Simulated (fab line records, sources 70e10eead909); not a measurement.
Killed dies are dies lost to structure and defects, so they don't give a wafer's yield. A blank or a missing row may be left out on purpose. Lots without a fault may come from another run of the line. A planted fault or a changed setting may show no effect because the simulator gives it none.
Which tool did it? | flow nand_harc | 13 lots, 39 wafers sampled, at 5 steps of a route of 1159

WHAT THE GAUGES READ, wafer by wafer
NHARC_A_CHANNEL_FILL_D1_THK_MEAS_06: measures by ellipsometry. Usual: thk_nm 5.0 nm, standard deviation 0.9.
lot  | measured     | on            | thk_nm (nm) | flag
L875 | day 10 14:32 | film_metro-02 | 4.2 5.2 5.0 |
L876 | day 10 22:53 | film_metro-02 | 4.1 4.0 6.3 |
L878 | day 10 22:53 | film_metro-01 | 3.8 5.5 6.1 |
L877 | day 11 02:41 | film_metro-01 | 5.3 4.1 6.1 |
L879 | day 11 08:59 | film_metro-01 | 6.6 4.6 6.1 |
L881 | day 11 15:27 | film_metro-01 | 4.3 6.7 6.8 |
L884 | day 12 15:36 | film_metro-02 | 5.0 4.3 4.1 |
L889 | day 14 05:23 | film_metro-01 | 4.3 6.1 5.3 |
L891 | day 14 05:23 | film_metro-02 | 3.2 5.2 5.6 |
L890 | day 14 13:35 | film_metro-01 | 3.6 4.6 6.3 |
L892 | day 14 13:35 | film_metro-02 | 3.4 4.2 4.9 |
L895 | day 14 23:56 | film_metro-02 | 4.6 4.5 4.7 |
L897 | day 16 02:06 | film_metro-02 | 4.5 3.4 4.4 |

NHARC_END_SORT_01. Usual: killed_at_array 25, standard deviation 9.8; killed_at_other 0.8, standard deviation 1.1; killed_at_periphery 3.3, standard deviation 2.1; killed_dies 29, standard deviation 10; killed_open 3.3, standard deviation 1.8; killed_short 1.9, standard deviation 1.4.
lot  | measured     | on        | killed_at_array | killed_at_other | killed_at_periphery | killed_dies | killed_open | killed_short | flag
L881 | day 21 05:08 | prober-01 | 20 15 15        | 0 0 1           | 5 3 1               | 25 18 17    | 3 3 3       | 6 0 4        |
L884 | day 22 00:27 | prober-02 | 17              | 1               | 1                   | 19          | 3           | 2            |
L897 | day 25 11:10 | prober-01 | 23 12 23        | 0 0 0           | 2 0 2               | 25 12 25    | 2 0 3       | 1 0 3        |

WHICH TOOL RAN EACH LOT (tool, then ch and the chambers of the sampled wafers, then the start)
lot  | NHARC_A_CHANNEL_FILL_D1_ETCHBACK_08           | NHARC_A_CHANNEL_FILL_D1_STRIP_29              | NHARC_A_STAIRCASE_DEP_156
L875 | rie_diel-06 ch 0,1,2, day 11 03:06 or earlier | rie_diel-06 ch 0,1, day 11 03:06 or earlier   | pecvd-04 ch 0,1,2, day 11 03:06
L876 | rie_diel-03 ch 0,1,2, day 11 11:07 or earlier | rie_diel-03 ch 0,1,2, day 11 11:07 or earlier | pecvd-04 ch 0,1,2, day 11 11:07
L878 | rie_diel-07 ch 1,3, day 11 04:43 or earlier   | rie_diel-07 ch 1,3, day 11 04:43              | pecvd-02 ch 1,2, day 11 11:19
L877 | rie_diel-03 ch 0,1,3, day 11 15:15 or earlier | rie_diel-03 ch 1,2,3, day 11 15:15 or earlier | pecvd-02 ch 0,1, day 11 15:15
L879 | rie_diel-03 ch 0,1, day 11 22:17 or earlier   | rie_diel-03 ch 1,2,3, day 11 22:17 or earlier | pecvd-04 ch 0,1, day 11 22:17
L881 | rie_diel-06 ch 2,3, day 12 03:38 or earlier   | rie_diel-06 ch 0,2,3, day 12 03:38 or earlier | pecvd-01 ch 1,2, day 12 03:38
L884 | rie_diel-07 ch 0,1,2, day 13 04:47 or earlier | rie_diel-07 ch 0,2,3, day 13 04:47 or earlier | pecvd-02 ch 0,1,2, day 13 04:47
L889 | rie_diel-06 ch 0,1, day 14 17:28 or earlier   | rie_diel-06 ch 0,1, day 14 17:28 or earlier   | pecvd-01 ch 1,2, day 14 17:28
L891 | rie_diel-07 ch 0,2,3, day 14 11:11 or earlier | rie_diel-07 ch 2,3, day 14 11:11              | pecvd-04 ch 0,1,2, day 14 17:39
L890 | rie_diel-07 ch 0,1,3, day 15 01:59 or earlier | rie_diel-07 ch 1,2,3, day 15 01:59 or earlier | pecvd-04 ch 1,2, day 15 01:59
L892 | rie_diel-06 ch 0,1,2, day 15 01:49 or earlier | rie_diel-06 ch 0,1,3, day 15 01:49 or earlier | pecvd-04 ch 0,1, day 15 01:49
L895 | rie_diel-06 ch 1,2,3, day 15 12:13 or earlier | rie_diel-06 ch 1,3, day 15 12:13 or earlier   | pecvd-01 ch 1,2, day 15 12:13
L897 | rie_diel-07 ch 1,3, day 16 14:08 or earlier   | rie_diel-07 ch 2,3, day 16 14:08 or earlier   | pecvd-02 ch 0,1,2, day 16 14:08
- NHARC_A_CHANNEL_FILL_D1_ETCHBACK_08: etches the open film in C4F8, target depth 220 nm, time 110 s.
- NHARC_A_CHANNEL_FILL_D1_STRIP_29: strips in O2, time 20 s.
- NHARC_A_STAIRCASE_DEP_156: deposits SiNx, target thk 50 nm.

WHAT THE TOOLS THEMSELVES READ (means of the sampled wafers that have a number; where no wafer has one, the mark that the record gives instead)
NHARC_A_CHANNEL_FILL_D1_ETCHBACK_08. Usual: oes_product_au 0.97 a.u., standard deviation 0.036; rf_vpp_V 441.2 V, standard deviation 2.2.
lot  | tool        | oes_product_au (a.u.) | rf_vpp_V (V) | flag
L875 | rie_diel-06 | 1.00                  | 439.8        |
L876 | rie_diel-03 | 1.00                  | 441.8        |
L878 | rie_diel-07 | 1.00                  | 439.6        |
L877 | rie_diel-03 | 0.92                  | 442.4        |
L879 | rie_diel-03 | 0.98                  | 440.3        |
L881 | rie_diel-06 | 1.02                  | 442.0        |
L884 | rie_diel-07 | 0.93                  | 440.5        |
L889 | rie_diel-06 | 1.00                  | 440.1        |
L891 | rie_diel-07 | 1.01                  | 442.4        |
L890 | rie_diel-07 | 0.93                  | 440.7        |
L892 | rie_diel-06 | 1.00                  | 439.0        |
L895 | rie_diel-06 | 0.93                  | 439.2        |
L897 | rie_diel-07 | 0.93                  | 441.0        |

NHARC_A_CHANNEL_FILL_D1_STRIP_29. Usual: drypump_motor_current_A 5.7 A, standard deviation 0.51; oes_product_au 1.003 a.u., standard deviation 0.0077; rf_vpp_V 57.8 V, standard deviation 0.83; showerhead_plenum_p_Torr 3.55 Torr, standard deviation 0.11; throttle_valve_pct 17.037 %, standard deviation 0.009.
lot  | tool        | drypump_motor_current_A (A) | oes_product_au (a.u.) | rf_vpp_V (V) | showerhead_plenum_p_Torr (Torr) | throttle_valve_pct (%) | flag
L875 | rie_diel-06 | 5.5                         | 1.004                 | 57.2         | 3.41                            | 17.032                 |
L876 | rie_diel-03 | 5.5                         | 0.999                 | 57.9         | 3.59                            | 17.032                 |
L878 | rie_diel-07 | 5.9                         | 1.005                 | 57.5         | 3.51                            | 17.043                 |
L877 | rie_diel-03 | 5.8                         | 0.990                 | 58.4         | 3.69                            | 17.034                 |
L879 | rie_diel-03 | 5.8                         | 1.002                 | 57.6         | 3.69                            | 17.025                 |
L881 | rie_diel-06 | 5.5                         | 1.009                 | 57.8         | 3.54                            | 17.029                 |
L884 | rie_diel-07 | 5.7                         | 1.004                 | 57.7         | 3.60                            | 17.038                 |
L889 | rie_diel-06 | 5.5                         | 1.008                 | 58.2         | 3.41                            | 17.037                 |
L891 | rie_diel-07 | 5.3                         | 1.010                 | 58.3         | 3.63                            | 17.039                 |
L890 | rie_diel-07 | 5.7                         | 1.003                 | 57.9         | 3.55                            | 17.041                 |
L892 | rie_diel-06 | 5.3                         | 1.006                 | 57.8         | 3.49                            | 17.039                 |
L895 | rie_diel-06 | 5.7                         | 1.007                 | 57.6         | 3.43                            | 17.040                 |
L897 | rie_diel-07 | 5.3                         | 1.007                 | 57.6         | 3.63                            | 17.034                 |

NHARC_A_STAIRCASE_DEP_156. Usual: heater_power_w 764 W, standard deviation 97; rf_fwd_power_W 448.2 W, standard deviation 1.4.
lot  | tool     | heater_power_w (W) | rf_fwd_power_W (W) | flag
L875 | pecvd-04 | 791                | 446.9              |
L876 | pecvd-04 | 747                | 447.7              |
L878 | pecvd-02 | 714                | 448.2              |
L877 | pecvd-02 | 660                | 449.5              |
L879 | pecvd-04 | 739                | 448.2              |
L881 | pecvd-01 | 976                | 447.9              |
L884 | pecvd-02 | 743                | 423.9              | OFF
L889 | pecvd-01 | 784                | 447.4              |
L891 | pecvd-04 | 781                | 449.2              |
L890 | pecvd-04 | 774                | 449.2              |
L892 | pecvd-04 | 769                | 447.5              |
L895 | pecvd-01 | 833                | 449.1              |
L897 | pecvd-02 | 713                | 446.9              |

THE ANSWER, worked out from the rows above alone
Rule: a lot is off if the mean of its wafers that have a number lies more than 3 standard deviations from the usual mean. A lot without any number at a reading at which 4 lots or more have one is off too. The other lots that the step has rows for count as sound. The gauges are gone through in route order, then the tools' own readings, and for those a lot's mean is taken as printed above. The first step at which some lot is off is used, and at that step the reading that is off furthest; a lot without a number counts as furthest.
Off: L884, at NHARC_A_STAIRCASE_DEP_156 (rf_fwd_power_W).
A tool fits if, at that step or a process step before it, it ran every lot that is off, and no sound lot after the first of them. NHARC_A_CHANNEL_FILL_D1_ETCHBACK_08 gives no start for some lots, so the hours and the order of its lots are those of NHARC_A_STAIRCASE_DEP_156. NHARC_A_CHANNEL_FILL_D1_STRIP_29 gives no start for some lots, so the hours and the order of its lots are those of NHARC_A_STAIRCASE_DEP_156. None of those tried fits.

WHAT THE SIMULATOR HAD PUT IN
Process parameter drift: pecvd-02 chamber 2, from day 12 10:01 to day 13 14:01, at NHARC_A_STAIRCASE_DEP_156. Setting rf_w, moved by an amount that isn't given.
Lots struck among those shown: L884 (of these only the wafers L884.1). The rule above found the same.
